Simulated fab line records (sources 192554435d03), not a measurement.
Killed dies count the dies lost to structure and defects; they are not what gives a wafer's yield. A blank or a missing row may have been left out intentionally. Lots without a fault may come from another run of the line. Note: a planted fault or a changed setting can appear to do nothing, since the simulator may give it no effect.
Which tool is to blame?	flow n5 finfet	30 wafers from 10 lots sampled at 5 of the route's 1938 steps

WHAT THE GAUGES READ, wafer by wafer
N5_HKMG_FIN_THK_MEAS_70: measures by xrf. Usual: HK_THK gives 1.602 nm (standard deviation 0.019).
lot	measured	on	HK_THK (nm)	flag
L506	day 4 09:49	film metro-02	1.588 1.594 1.630	
L508	day 4 18:53	film metro-01	1.575 1.598 1.604	
L509	day 5 02:17	film metro-02	1.585 1.564 1.625	
L510	day 5 12:02	film metro-01	1.579 1.598 1.582	
L515	day 6 20:15	film metro-01	1.614 1.586 1.605	
L521	day 8 04:35	film metro-02	1.593 1.551 1.568	
L522	day 8 08:52	film metro-01	1.602 1.619 1.593	
L524	day 8 22:27	film metro-02	1.621 1.632 1.590	
L527	day 9 14:38	film metro-01	1.601 1.577 1.610	
L528	day 10 01:25	film metro-01	1.599 1.593 1.594	

N5_BEOL_M4_RC_MEAS_101. Usual: DIBL_N 37.5 mV/V, standard deviation 2.5; DIBL_P 38 mV/V, standard deviation 3.1; IOFF_N 0.19 nA/um, standard deviation 0.059; IOFF_P 0.24 nA/um, standard deviation 0.061; ION_N 679 uA/um, standard deviation 16; ION_P 465 uA/um, standard deviation 9.8; SS_N 72.0 mV/dec, standard deviation 0.8; SS_P 73.7 mV/dec, standard deviation 0.86; VT_N 248 mV, standard deviation 4.5; VT_P -249 mV, standard deviation 3.5.
lot	measured	on	DIBL_N (mV/V)	DIBL_P (mV/V)	IOFF_N (nA/um)	IOFF_P (nA/um)	ION_N (uA/um)	ION_P (uA/um)	SS_N (mV/dec)	SS_P (mV/dec)	VT_N (mV)	VT_P (mV)	flag
L506	day 8 02:04	prober-02	37.3 37.3 37.4	38 40 38	0.18 0.19 0.18	0.23 0.27 0.22	677 675 676	459 465 460	72.0 72.5 72.6	73.5 74.2 73.8	250 248 255	-250 -248 -252	
L508	day 8 20:26	prober-01	35.7 33.3 37.1	36 34 38	0.15 0.11 0.18	0.19 0.17 0.24	673 651 669	458 455 461	71.9 70.6 71.6	72.4 71.8 73.8	253 255 248	-250 -253 -249	
L509	day 8 20:35	prober-02	37.5 41.0 37.7	38 43 38	0.19 0.31 0.18	0.24 0.37 0.25	679 711 683	463 480 469	71.3 72.8 72.1	73.4 75.0 73.4	249 238 248	-248 -242 -247	
L510	day 8 23:56	prober-02	31.0 33.5 33.7	28 33 35	0.08 0.12 0.13	0.12 0.18 0.19	644 679 672	452 467 462	70.6 69.8 70.2	70.8 72.5 73.0	259 253 250	-255 -251 -250	
L515	day 11 11:34	prober-01	39.7 33.7 36.6	42 34 38	0.30 0.13 0.21	0.37 0.19 0.29	716 670 701	484 461 486	72.8 72.0 71.9	74.3 72.9 74.4	239 252 241	-239 -251 -244	
L521	day 11 22:50	prober-02	36.4 36.4 37.9	37 37 40	0.15 0.15 0.19	0.19 0.20 0.24	668 679 689	458 466 471	71.9 72.0 72.1	73.5 73.8 74.0	253 252 248	-251 -252 -248	
L522	day 12 19:31	prober-01	40.7 38.4 34.4	41 37 34	0.24 0.19 0.12	0.26 0.20 0.16	697 664 658	471 453 449	72.1 72.4 71.9	74.2 73.8 72.4	243 251 255	-248 -255 -254	
L524	day 13 00:09	prober-02	37.6 35.7 37.4	37 34 36	0.19 0.16 0.20	0.24 0.21 0.24	683 667 685	463 462 466	72.1 71.5 72.0	73.9 73.3 73.8	249 249 244	-249 -250 -250	
L527	day 14 00:07	prober-02	37.5 34.7 37.5	39 35 40	0.18 0.13 0.19	0.22 0.17 0.26	679 673 677	466 459 463	72.5 71.5 72.1	73.7 73.4 74.5	251 254 248	-252 -252 -249	
L528	day 14 05:08	prober-02	36.5 36.5 36.0	37 39 37	0.18 0.19 0.15	0.22 0.27 0.20	681 690 677	462 476 461	72.6 72.7 72.3	73.0 74.0 73.7	250 247 253	-249 -247 -253	

WHAT TOOL EACH LOT RAN ON (gives the tool, then ch and the chambers of the sampled wafers, and finally the start)
lot	N5_HKMG_FIN_COAT_66	N5_HKMG_FIN_ETCH_67	N5_HKMG_FIN_ALD_21
L506	litho track-04 ch 0, day 4 13:01	rie diel-03 ch 1,2, day 4 13:05	ald metal-03 ch 1,3, day 4 13:50
L508	litho track-02 ch 0, day 4 22:19	rie diel-03 ch 0,3, day 4 22:23	ald metal-03 ch 1,2,3, day 4 23:14
L509	litho track-02 ch 0, day 5 05:55	rie diel-05 ch 0,1,2, day 5 06:05	ald metal-03 ch 1,2,3, day 5 06:57
L510	litho track-02 ch 0, day 5 15:21	rie diel-01 ch 1,2, day 5 15:25	ald metal-04 ch 0,2,3, day 5 16:10
L515	litho track-02 ch 0, day 6 23:32	rie diel-01 ch 2,3, day 6 23:36	ald metal-02 ch 1,2, day 7 00:21
L521	litho track-02 ch 0, day 8 08:17	rie diel-01 ch 0,1,3, day 8 08:20	ald metal-04 ch 2,3, day 8 09:05
L522	litho track-02 ch 0, day 8 12:23	rie diel-03 ch 0,3, day 8 12:50	ald metal-03 ch 0,1, day 8 13:37
L524	litho track-05 ch 0, day 9 01:45	rie diel-01 ch 0,2,3, day 9 01:49	ald metal-04 ch 0,1,3, day 9 02:33
L527	litho track-05 ch 0, day 9 18:06	rie diel-01 ch 0,1,2, day 9 18:10	ald metal-03 ch 1,2,3, day 9 18:54
L528	litho track-04 ch 0, day 10 04:49	rie diel-05 ch 2,3, day 10 04:52	ald metal-02 ch 0,1,3, day 10 05:37
- N5_HKMG_FIN_COAT_66: time 60 s, resist thk 300 nm.
- N5_HKMG_FIN_ETCH_67: etches SOC in N2/H2, stops on TiN, target depth 388.9 nm.
- N5_HKMG_FIN_ALD_21: deposits TiN, target thk 1.5 nm, pulse time 1 s, purge time 3 s.

WHAT THE TOOLS THEMSELVES READ (means of the sampled wafers that have a number; where no wafer has one, the mark that the record gives instead)
N5_HKMG_FIN_COAT_66. Usual: run length s at 66.21 s, with a standard deviation of 0.13.
lot	tool	run length s (s)	flag
L506	litho track-04	66.20	
L508	litho track-02	66.27	
L509	litho track-02	66.09	
L510	litho track-02	66.17	
L515	litho track-02	66.14	
L521	litho track-02	69.46	OFF
L522	litho track-02	69.48	OFF
L524	litho track-05	66.19	
L527	litho track-05	66.31	
L528	litho track-04	66.31	

N5_HKMG_FIN_ETCH_67. Usual: drypump motor current A 5.5 A, standard deviation 0.42; oes product au 0.79 a.u., standard deviation 0.097; rf vpp V 240.9 V, standard deviation 1.4; showerhead plenum p Torr 2.55 Torr, standard deviation 0.094; throttle valve pct 17.7 %, standard deviation 0.4.
lot	tool	drypump motor current A (A)	oes product au (a.u.)	rf vpp V (V)	showerhead plenum p Torr (Torr)	throttle valve pct (%)	flag
L506	rie diel-03	5.7	0.85	241.4	2.60	17.5	
L508	rie diel-03	5.4	0.78	241.5	2.59	17.7	
L509	rie diel-05	5.3	0.81	240.1	2.52	17.6	
L510	rie diel-01	5.6	0.70	240.0	2.47	18.2	
L515	rie diel-01	5.8	0.72	239.5	2.44	17.9	
L521	rie diel-01	5.5	0.79	240.7	2.59	17.9	
L522	rie diel-03	5.5	0.73	240.5	2.50	18.1	
L524	rie diel-01	5.8	0.88	241.4	2.61	17.6	
L527	rie diel-01	5.6	0.84	241.0	2.64	18.0	
L528	rie diel-05	5.9	0.74	240.3	2.47	17.6	

N5_HKMG_FIN_ALD_21. Usual: chamber pressure Torr 3.000 Torr, standard deviation 0.0066; heater power w 915 W, standard deviation 140; precursor pulse height rel 1.001, standard deviation 0.021.
lot	tool	chamber pressure Torr (Torr)	heater power w (W)	precursor pulse height rel	flag
L506	ald metal-03	2.993	1074	0.995	
L508	ald metal-03	3.007	974	1.002	
L509	ald metal-03	3.001	961	0.998	
L510	ald metal-04	3.003	866	0.991	
L515	ald metal-02	2.999	859	0.984	
L521	ald metal-04	3.001	885	1.003	
L522	ald metal-03	2.996	1004	0.999	
L524	ald metal-04	3.002	962	1.013	
L527	ald metal-03	3.004	976	1.003	
L528	ald metal-02	3.003	904	1.001	

THE ANSWER, worked out from the rows above alone
Rule: take the mean of a lot's wafers that have a number; if it is more than 3 standard deviations from the usual mean, the lot is off. Also off: a lot with no number at a reading for which 4 or more lots have one. All remaining lots with rows at the step are treated as sound. First the gauges in route order, then the tools' own readings, where a lot's mean is used as printed above. At the first step where some lot is off, the reading lying furthest off is the one used; lots without a number count as furthest.
Off at N5_HKMG_FIN_COAT_66 (run length s): L521, L522.
If a tool, at that step or one of the process steps before it, ran each lot that is off and ran no sound lot following the first of them, it fits. One candidate fits, namely litho track-02 at N5_HKMG_FIN_COAT_66. Its last sound lot is L515 (day 6 23:32), its first lot that is off L521 (day 8 08:17): a fault that began between those two fits.
On the lots that are off, the tool's own readings at N5_HKMG_FIN_COAT_66 differ by more than 5 times the standard deviation of the sound lots' means, which bears it out; run length s reads 69.47 s there versus 66.21 s on the sound lots.

WHAT THE SIMULATOR PUT IN
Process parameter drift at N5_HKMG_FIN_COAT_66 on litho track-02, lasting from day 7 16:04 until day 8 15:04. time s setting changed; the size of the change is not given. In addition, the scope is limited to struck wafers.
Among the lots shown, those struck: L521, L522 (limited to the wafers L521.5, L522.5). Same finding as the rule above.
